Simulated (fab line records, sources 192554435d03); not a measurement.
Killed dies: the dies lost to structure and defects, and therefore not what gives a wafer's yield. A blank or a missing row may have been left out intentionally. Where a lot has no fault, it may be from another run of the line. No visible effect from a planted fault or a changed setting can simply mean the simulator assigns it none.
The tool behind it: which one? | flow n5Finfet | 9 lots, 27 wafers sampled, at 4 steps of a route of 1938

== WHAT THE GAUGES SHOWED, per wafer ==
N5_SD_EPI_P_INSPECT_26: inspects for defects (darkfield).
lot  | measured    | on               | rawDefectCount
L378 | day 3 12:01 | defectInspect-01 | 147 140 142
L379 | day 3 18:55 | defectInspect-02 | 199 191 172
L383 | day 5 00:27 | defectInspect-01 | 109 149 148
L387 | day 5 17:23 | defectInspect-02 | 994 1044 938
L388 | day 5 22:09 | defectInspect-02 | 1019 1023 1046
L392 | day 7 01:25 | defectInspect-02 | 135 195 155
L395 | day 7 22:31 | defectInspect-02 | 123 119 99
L398 | day 8 14:56 | defectInspect-01 | 162 175 142
L399 | day 9 00:29 | defectInspect-01 | 196 188 219

== EACH LOT AND THE TOOL THAT RAN IT (in order: tool; ch and the chambers of the sampled wafers; start) ==
lot  | N5_SD_EPI_P_ETCH_16              | N5_SD_EPI_P_STRIP_40               | N5_SD_EPI_P_PRECLEAN_24
L378 | rieDiel-05 ch 0,1,3, day 3 08:55 | plasmaAsher-01 ch 0,1, day 3 09:09 | wetBench-06 ch 0,4,6, day 3 11:57
L379 | rieDiel-01 ch 0,2, day 3 15:49   | plasmaAsher-01 ch 0,1, day 3 16:02 | wetBench-01 ch 1,2,4, day 3 18:51
L383 | rieDiel-04 ch 1,3, day 4 20:31   | plasmaAsher-02 ch 0,1, day 4 20:45 | wetBench-01 ch 2,5,7, day 5 00:23
L387 | rieDiel-05 ch 0,2,3, day 5 14:17 | plasmaAsher-01 ch 0,1, day 5 14:31 | wetBench-01 ch 2,3,4, day 5 17:20
L388 | rieDiel-05 ch 0,2,3, day 5 18:11 | plasmaAsher-01 ch 1, day 5 18:24   | wetBench-01 ch 4,6,7, day 5 22:05
L392 | rieDiel-05 ch 0,1,2, day 6 20:20 | plasmaAsher-02 ch 0,1, day 6 20:33 | wetBench-06 ch 0,2,6, day 7 01:20
L395 | rieDiel-04 ch 0,1,3, day 7 18:34 | plasmaAsher-01 ch 0,1, day 7 18:47 | wetBench-06 ch 0,3,6, day 7 22:26
L398 | rieDiel-04 ch 0,1,3, day 8 11:49 | plasmaAsher-01 ch 0,1, day 8 12:02 | wetBench-06 ch 4,6,7, day 8 14:52
L399 | rieDiel-05 ch 0,1,2, day 8 21:23 | plasmaAsher-01 ch 0,1, day 8 21:37 | wetBench-01 ch 1,6,7, day 9 00:26
- N5_SD_EPI_P_ETCH_16: etches SiO2 in CHF3/O2, target depth 5 nm.
- N5_SD_EPI_P_STRIP_40: strips in N2/H2.
- N5_SD_EPI_P_PRECLEAN_24: cleans in O3/DIW, time 45 s.

== THE ANSWER, worked out from the rows above alone ==
Rule: the usual values come from the lots themselves. Put in order of their means at a reading, lots are off if they are a third of the lots or fewer, leave a main group of 4 or more, and stand apart from it by a gap of 3 or more times the standard deviation of the main group's means; of several such gaps the widest counts. A main group is skipped when, at the precision printed for the reading in the tables above, its means are all equal. A lot without any number at a reading at which 4 lots or more have one is off too. The other lots that the step has rows for count as sound.
Off: L387, L388 (N5_SD_EPI_P_INSPECT_26, rawDefectCount). Mean 157 and standard deviation 28 in the main group.
If a tool, at a process step before that reading, ran all the lots that are off and no sound lot after the first of them, it fits. The gauges at N5_SD_EPI_P_INSPECT_26 are tried like those tools. No candidate that was tried fits.

== WHAT THE SIMULATOR PUT IN ==
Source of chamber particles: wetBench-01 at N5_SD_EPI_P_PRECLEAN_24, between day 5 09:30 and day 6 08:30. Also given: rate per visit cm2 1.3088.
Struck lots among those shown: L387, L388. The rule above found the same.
